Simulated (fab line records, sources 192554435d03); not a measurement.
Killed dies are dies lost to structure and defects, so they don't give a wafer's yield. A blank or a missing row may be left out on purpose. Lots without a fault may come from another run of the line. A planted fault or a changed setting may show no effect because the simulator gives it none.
A struck lot beside a sound one | flow n5_finfet | 26 steps out of a route of 1938
Sound: wafers L448.1, L448.4, L448.5. Struck: wafers L443.1, L443.2, L443.3. The cause comes at the end.
At each step with rows: each side's tool, then ch and its chambers, then its first start. Under that, the readings that differ: sound wafers | struck wafers | difference of the means | sigmas: that difference in standard deviations of wafers without a fault.
alike: readings whose means differ by less than 2 such deviations, and words and numbers that are the same on both sides. not compared: withheld readings, readings that some wafer has no value for, bounds like >300 that may hide the same value, and numbers for which the record gives no deviation and whose values overlap.
The two part at a step that has a row with sigmas, a row that says differs or no value, or rows on one side only. Numbers that don't overlap but have no deviation are shown without sigmas and don't part them. A reading that every wafer of one side lacks parts them only if that side has two wafers or more.

first, 9 steps without rows for these wafers: N5_FIN_SAQP_COAT_49 (time 60 s, resist thk 100 nm); N5_FIN_SAQP_COAT_50 (time 60 s, resist thk 35 nm); N5_FIN_SAQP_COAT_10 (resist thk 90 nm); N5_FIN_SAQP_EBR_12; N5_FIN_SAQP_SOFTBAKE_11 (time 60 s); N5_FIN_SAQP_EXPOSE_13 (exposes mask FIN CORE, target cd 35.6 nm); N5_FIN_SAQP_PEB_14 (peb time 60 s); N5_FIN_SAQP_DEVELOP_15 (develop time 30 s); N5_FIN_SAQP_DESCUM_21 (chemistry O2, time 7.9 s).
N5_FIN_SAQP_ETCH_51: etches SiARC in CF4, target depth 45.5 nm, time 75.8 s.
  sound on rie_diel-06 ch 0,1,2, day 6 05:01; struck on rie_diel-03 ch 0,1,3, day 5 00:22
  no value came back on the struck wafers for any of 8 readings (bias_w (W), cf4_flow_sccm (sccm) and others); on the sound wafers bias_w (W) reads 35.93 35.88 35.96
  reading                                       | sound             | struck           | difference | sigmas
  model.CAR-ArF_of_FIN_SAQP_COAT_10.thk_nm (nm) | 51.04 51.12 50.76 | 83.4 83.31 83.29 | +32.4      |
  not compared: rf_hours_counter_h
N5_FIN_SAQP_ETCH_52: etches SOC in N2/H2, target depth 100 nm, overetch 20 nm, time 150 s.
  sound on rie_diel-06 ch 0,1,2, day 6 05:04; struck on rie_diel-03 ch 0,1,3, day 5 00:25
  reading               | sound          | struck         | difference | sigmas
  oes_product_au (a.u.) | 0.75 0.85 0.62 | 0.30 0.26 0.27 | -0.46      | -7
  alike: bias_w, chamber_pressure_mTorr, drypump_motor_current_A, rf_vpp_V, showerhead_plenum_p_Torr, throttle_valve_pct
  not compared: rf_hours_counter_h
then, 1 step without rows for these wafers: N5_FIN_SAQP_STRIP_53 (strips in N2/H2).
N5_FIN_SAQP_HM_OPEN_73: chemistry CHF3/O2, target SiO2, stops on a-Si, target depth 12 nm, time 16.8 s.
  sound on rie_diel-06 ch 0,1,2, day 6 05:10; struck on rie_diel-03 ch 0,1,3, day 5 00:32
  reading               | sound          | struck         | difference | sigmas
  oes_product_au (a.u.) | 0.50 0.57 0.42 | 0.30 0.26 0.28 | -0.22      | -5
  alike: bias_w, drypump_motor_current_A, oes_ar_750_au, rf_vpp_V, showerhead_plenum_p_Torr, throttle_valve_pct
  not compared: rf_hours_counter_h
then, 1 step without rows for these wafers: N5_FIN_SAQP_STRIP_74 (strips in CHF3/O2).
N5_FIN_SAQP_MANDREL_ETCH_22: etches a-Si in HBr/Cl2, stops on SiNx, target depth 60 nm, bt time 10 s, time 30 s.
  sound on rie_si-06 ch 0,2,3, day 6 05:16; struck on rie_si-01 ch 0,2,3, day 5 00:37
  reading                | sound             | struck            | difference | sigmas
  oes_product_au (a.u.)  | 0.756 0.766 0.758 | 0.306 0.309 0.303 | -0.454     | -38
  throttle_valve_pct (%) | 35.58 35.46 35.32 | 36.24 36.39 36.76 | +1.01      | +5
  alike: HBr_flow_sccm, bias_w, drypump_motor_current_A
  not compared: rf_hours_counter_h
then, 5 steps without rows for these wafers: N5_FIN_SAQP_STRIP_55 (strips in N2/H2); N5_FIN_SAQP_STRIP_23 (strips in SPM, time 750 s); N5_FIN_SAQP_SRD_66 (time 30 s); N5_FIN_SAQP_RECESS_75 (chemistry HF/NH3, target SiO2, target depth 14.4 nm, afs cycles 3, sublimation time 60 s); N5_FIN_SAQP_SPACER1_ALD_24 (deposits SiO2, target thk 20.3 nm, pulse time 1 s, purge time 2 s).
N5_FIN_SAQP_SPACER1_ETCHBACK_25: etches SiO2 in CHF3/O2, target depth 24.4 nm, time 12.2 s.
  sound on rie_diel-06 ch 1,2,3, day 6 06:58; struck on rie_diel-03 ch 0,1,3, day 5 03:50
  reading               | sound          | struck         | difference | sigmas
  oes_product_au (a.u.) | 0.69 0.69 0.95 | 0.26 0.31 0.27 | -0.50      | -7
  alike: bias_w, drypump_motor_current_A, oes_ar_750_au, rf_vpp_V, showerhead_plenum_p_Torr, throttle_valve_pct
  not compared: rf_hours_counter_h
N5_FIN_SAQP_MANDREL1_REMOVE_56: chemistry HBr/Cl2/O2, target a-Si, stops on SiNx, bt time 10 s.
  sound on rie_si-03 ch 0,2,3, day 6 07:04; struck on rie_si-01 ch 1,2,3, day 5 03:55
  reading               | sound             | struck            | difference | sigmas
  oes_product_au (a.u.) | 0.997 1.007 0.995 | 0.379 0.375 0.378 | -0.622     | -52
  alike: bias_w, drypump_motor_current_A, throttle_valve_pct
  not compared: rf_hours_counter_h
N5_FIN_SAQP_CD_MEAS_27: target cd 20 nm.
  sound on cd_sem-02 ch 0, day 6 07:10; struck on cd_sem-03 ch 0, day 5 04:02
  reading    | sound             | struck | difference                    | sigmas
  cd_nm (nm) | 20.37 20.48 20.22 | - - -  | no value on the struck wafers |
then, 1 step without rows for these wafers: N5_FIN_SAQP_ETCH_57 (etches SiNx in CH3F/O2, target depth 32.5 nm, time 46.4 s).
N5_BEOL_M4_RC_MEAS_101:
  the record has rows for the sound wafers here (prober-01 ch 0, day 12 15:10) and none for the struck ones
-- the record jumps here: 11 days lie between the struck wafers' starts before and after (it left off in module BEOL_M4 and takes up again in module PASSIVATION, whose first step shown is number 1936 of the route) --
N5_PASSIVATION_PROBE_49:
  sound on prober-02, day 17 01:13; struck on prober-01, day 15 19:10
  reading                  | sound          | struck         | difference | sigmas
  defect_limited_yield (%) | 89.7 90.3 92.3 | 0 0 0          | -91        | -61
  killed_at_front_end      | 35 46 35       | 1105 1104 1107 | +1067      | +76
  killed_dies              | 122 115 91     | 1180 1180 1180 | +1071      | +63
  killed_on_rim            | 18 18 10       | 152 152 152    | +137       | +33
  sort_bin_5_function (%)  | 6.9 5.3 4.7    | 95.7 96.2 96.9 | +90.6      | +93
  sort_n_pass              | 1058 1065 1089 | 0 0 0          | -1071      | -63
  sort_yield_pct (%)       | 89.7 90.3 92.3 | 0 0 0          | -91        | -61
  alike: killed_at_M0_to_M3, killed_at_M4_up, killed_at_contacts, killed_at_other, killed_open, killed_short, sort_bin_6_memory

WHERE THEY PART
First at N5_FIN_SAQP_ETCH_51; last, within this record, at N5_PASSIVATION_PROBE_49.

WHY: what the simulator had put in
Skipped step whole: rie_diel-03, from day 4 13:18 on, at N5_FIN_SAQP_ETCH_51. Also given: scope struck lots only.
